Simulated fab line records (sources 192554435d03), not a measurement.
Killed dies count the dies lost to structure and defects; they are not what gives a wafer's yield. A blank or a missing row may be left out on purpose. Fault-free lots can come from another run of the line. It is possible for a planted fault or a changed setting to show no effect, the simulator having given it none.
Split-lot experiment || flow n5Finfet || route with 1938 steps; 7 lots, 21 wafers read

== THE SPLIT ITSELF ==
At N5_BEOL_M10_COAT_64 (time 60 s, resist thk 30 nm), the setting spinRpm was moved away from the recipe's 1500 rpm on 7 of the 21 wafers read, by -8.0% to +7.9%. For the rest of the wafers, this setting stayed at what the recipe calls for.

== FROM THE SPLIT TO THE READING: what the file shows between them, 4 steps ==
- N5_BEOL_M10_COAT_22: resist thk 90 nm
- N5_BEOL_M10_EBR_24
- N5_BEOL_M10_DESCUM_33: chemistry O2, time 7.9 s
- N5_BEOL_M10_ETCH_65: etches SiARC in CF4, target depth 39 nm, time 65 s

== THE READING ==
SiARC_of_BEOL_M10_COAT_64.thkNm (the simulator's own value, which no gauge read), in nm, at N5_BEOL_M10_ETCH_66 (etches SOC in N2/H2, target depth 120 nm, overetch 24 nm, time 180 s). The file gives no usual value for it. Across the 14 wafers here that went through the recipe, the average is 22.8 nm and the standard deviation 0.22 nm.

{"wafer": "L079.1", "tool, chamber at the split": "lithoTrack-03, 0", "spinRpm as run, rpm": 1381, "against the recipe": "-7.9%", "SiARC_of_BEOL_M10_COAT_64.thkNm, nm": 23.8, "against lot-mates on the recipe": "+1.2"}
{"wafer": "L079.2", "tool, chamber at the split": "lithoTrack-03, 0", "spinRpm as run, rpm": 1500, "against the recipe": "recipe", "SiARC_of_BEOL_M10_COAT_64.thkNm, nm": 22.6, "against lot-mates on the recipe": "-"}
{"wafer": "L079.3", "tool, chamber at the split": "lithoTrack-03, 0", "spinRpm as run, rpm": 1381, "against the recipe": "-7.9%", "SiARC_of_BEOL_M10_COAT_64.thkNm, nm": 24.2, "against lot-mates on the recipe": "+1.6"}
{"wafer": "L078.3", "tool, chamber at the split": "lithoTrack-03, 0", "spinRpm as run, rpm": 1500, "against the recipe": "recipe", "SiARC_of_BEOL_M10_COAT_64.thkNm, nm": 23, "against lot-mates on the recipe": "-"}
{"wafer": "L078.5", "tool, chamber at the split": "lithoTrack-03, 0", "spinRpm as run, rpm": 1500, "against the recipe": "recipe", "SiARC_of_BEOL_M10_COAT_64.thkNm, nm": 22.6, "against lot-mates on the recipe": "-"}
{"wafer": "L078.6", "tool, chamber at the split": "lithoTrack-03, 0", "spinRpm as run, rpm": 1500, "against the recipe": "recipe", "SiARC_of_BEOL_M10_COAT_64.thkNm, nm": 23.2, "against lot-mates on the recipe": "-"}
{"wafer": "L084.2", "tool, chamber at the split": "lithoTrack-04, 0", "spinRpm as run, rpm": 1618, "against the recipe": "+7.9%", "SiARC_of_BEOL_M10_COAT_64.thkNm, nm": 21.4, "against lot-mates on the recipe": -1.6}
{"wafer": "L084.3", "tool, chamber at the split": "lithoTrack-04, 0", "spinRpm as run, rpm": 1618, "against the recipe": "+7.9%", "SiARC_of_BEOL_M10_COAT_64.thkNm, nm": 21.4, "against lot-mates on the recipe": -1.6}
{"wafer": "L084.4", "tool, chamber at the split": "lithoTrack-04, 0", "spinRpm as run, rpm": 1500, "against the recipe": "recipe", "SiARC_of_BEOL_M10_COAT_64.thkNm, nm": 23, "against lot-mates on the recipe": "-"}
{"wafer": "L086.1", "tool, chamber at the split": "lithoTrack-04, 0", "spinRpm as run, rpm": 1410, "against the recipe": "-6.0%", "SiARC_of_BEOL_M10_COAT_64.thkNm, nm": 24, "against lot-mates on the recipe": "+1.2"}
{"wafer": "L086.5", "tool, chamber at the split": "lithoTrack-04, 0", "spinRpm as run, rpm": 1500, "against the recipe": "recipe", "SiARC_of_BEOL_M10_COAT_64.thkNm, nm": 22.6, "against lot-mates on the recipe": "-"}
{"wafer": "L086.6", "tool, chamber at the split": "lithoTrack-04, 0", "spinRpm as run, rpm": 1500, "against the recipe": "recipe", "SiARC_of_BEOL_M10_COAT_64.thkNm, nm": 23, "against lot-mates on the recipe": "-"}
{"wafer": "L089.2", "tool, chamber at the split": "lithoTrack-05, 0", "spinRpm as run, rpm": 1500, "against the recipe": "recipe", "SiARC_of_BEOL_M10_COAT_64.thkNm, nm": 22.6, "against lot-mates on the recipe": "-"}
{"wafer": "L089.5", "tool, chamber at the split": "lithoTrack-05, 0", "spinRpm as run, rpm": 1500, "against the recipe": "recipe", "SiARC_of_BEOL_M10_COAT_64.thkNm, nm": 22.6, "against lot-mates on the recipe": "-"}
{"wafer": "L089.6", "tool, chamber at the split": "lithoTrack-05, 0", "spinRpm as run, rpm": 1555, "against the recipe": "+3.7%", "SiARC_of_BEOL_M10_COAT_64.thkNm, nm": 22, "against lot-mates on the recipe": -0.6}
{"wafer": "L092.2", "tool, chamber at the split": "lithoTrack-03, 0", "spinRpm as run, rpm": 1500, "against the recipe": "recipe", "SiARC_of_BEOL_M10_COAT_64.thkNm, nm": 22.8, "against lot-mates on the recipe": "-"}
{"wafer": "L092.3", "tool, chamber at the split": "lithoTrack-03, 0", "spinRpm as run, rpm": 1500, "against the recipe": "recipe", "SiARC_of_BEOL_M10_COAT_64.thkNm, nm": 23.2, "against lot-mates on the recipe": "-"}
{"wafer": "L092.6", "tool, chamber at the split": "lithoTrack-03, 0", "spinRpm as run, rpm": 1380, "against the recipe": "-8.0%", "SiARC_of_BEOL_M10_COAT_64.thkNm, nm": 24, "against lot-mates on the recipe": "+1.0"}
{"wafer": "L094.2", "tool, chamber at the split": "lithoTrack-05, 0", "spinRpm as run, rpm": 1500, "against the recipe": "recipe", "SiARC_of_BEOL_M10_COAT_64.thkNm, nm": 22.6, "against lot-mates on the recipe": "-"}
{"wafer": "L094.5", "tool, chamber at the split": "lithoTrack-05, 0", "spinRpm as run, rpm": 1500, "against the recipe": "recipe", "SiARC_of_BEOL_M10_COAT_64.thkNm, nm": 23, "against lot-mates on the recipe": "-"}
{"wafer": "L094.6", "tool, chamber at the split": "lithoTrack-05, 0", "spinRpm as run, rpm": 1500, "against the recipe": "recipe", "SiARC_of_BEOL_M10_COAT_64.thkNm, nm": 22.8, "against lot-mates on the recipe": "-"}

FIT RESULTS
A straight line over all 21 wafers: SiARC_of_BEOL_M10_COAT_64.thkNm changes by -0.168 nm for each +1% of spinRpm; r = -0.96; the points scatter about the line by 0.22 nm.
The same after taking each lot's own level away (the mean of its wafers on the recipe; 21 wafers): -0.179 nm for each +1%; r = -0.97; scatter 0.2 nm.
According to that fit, moving spinRpm by its largest amount changes the reading by 1.4 nm.
Measured against the standard deviation above, the lots' own levels, which go from 22.60 to 23.00 nm, span 1.8 times it.
So the lot-to-lot level changes the slope little: the two slopes agree.
Check: with one of the wafers moved furthest among these (-8.0%) left out of the fit, the line predicts +1.51 nm for it against its lot-mates. It came out at +1 nm against them.

== OTHER SPLITS ON THESE WAFERS ==
Note: prior to the reading, these wafers also went through further splits. Each is held against what the fit with the lots' levels taken away leaves over:
{"other split on the same wafers": "N5_BEOL_M8_DESCUM_33 timeS", "wafers away from the commonest value": 6, "r with SiARC_of_BEOL_M10_COAT_64.thkNm (lot level and that fit taken away)": -0.06}
{"other split on the same wafers": "N5_BEOL_M10_HM_DEP_02 targetThkA", "wafers away from the commonest value": 5, "r with SiARC_of_BEOL_M10_COAT_64.thkNm (lot level and that fit taken away)": -0.49}
{"other split on the same wafers": "N5_BEOL_M10_ETCH_61 cf4FlowSccm", "wafers away from the commonest value": 6, "r with SiARC_of_BEOL_M10_COAT_64.thkNm (lot level and that fit taken away)": "+0.15"}

== THE WHOLE CHAIN: every reading that the file lists as answering this split, in the file's order ==
{"step": "N5_BEOL_M10_COAT_64", "what it does": "time 60 s, resist thk 30 nm", "reading": "SiARC_of_BEOL_M10_COAT_64.thkNm (the simulator's own value, which no gauge read)", "change (the file's fit)": "-0.149 nm for each +1% of the setting", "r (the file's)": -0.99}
{"step": "N5_BEOL_M10_ETCH_65", "what it does": "etches SiARC in CF4, target depth 39 nm, time 65 s", "reading": "CAR-ArF_of_BEOL_M10_COAT_22.thkNm (the simulator's own value, which no gauge read)", "change (the file's fit)": "+0.14 nm for each +1% of the setting", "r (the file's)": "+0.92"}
{"step": "N5_BEOL_M10_ETCH_65", "what it does": "etches SiARC in CF4, target depth 39 nm, time 65 s", "reading": "etch.depthNm (the simulator's own value, which no gauge read)", "change (the file's fit)": "-0.15 nm for each +1% of the setting", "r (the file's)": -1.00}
{"step": "N5_BEOL_M10_ETCH_66", "what it does": "etches SOC in N2/H2, target depth 120 nm, overetch 24 nm, time 180 s", "reading": "SiARC_of_BEOL_M10_COAT_64.thkNm (the simulator's own value, which no gauge read)", "change (the file's fit)": "-0.172 nm for each +1% of the setting", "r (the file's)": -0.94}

== THE FILE'S OWN FIT ==
SiARC_of_BEOL_M10_COAT_64.thkNm changes by -0.172 nm for each +1% of spinRpm, r = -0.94.
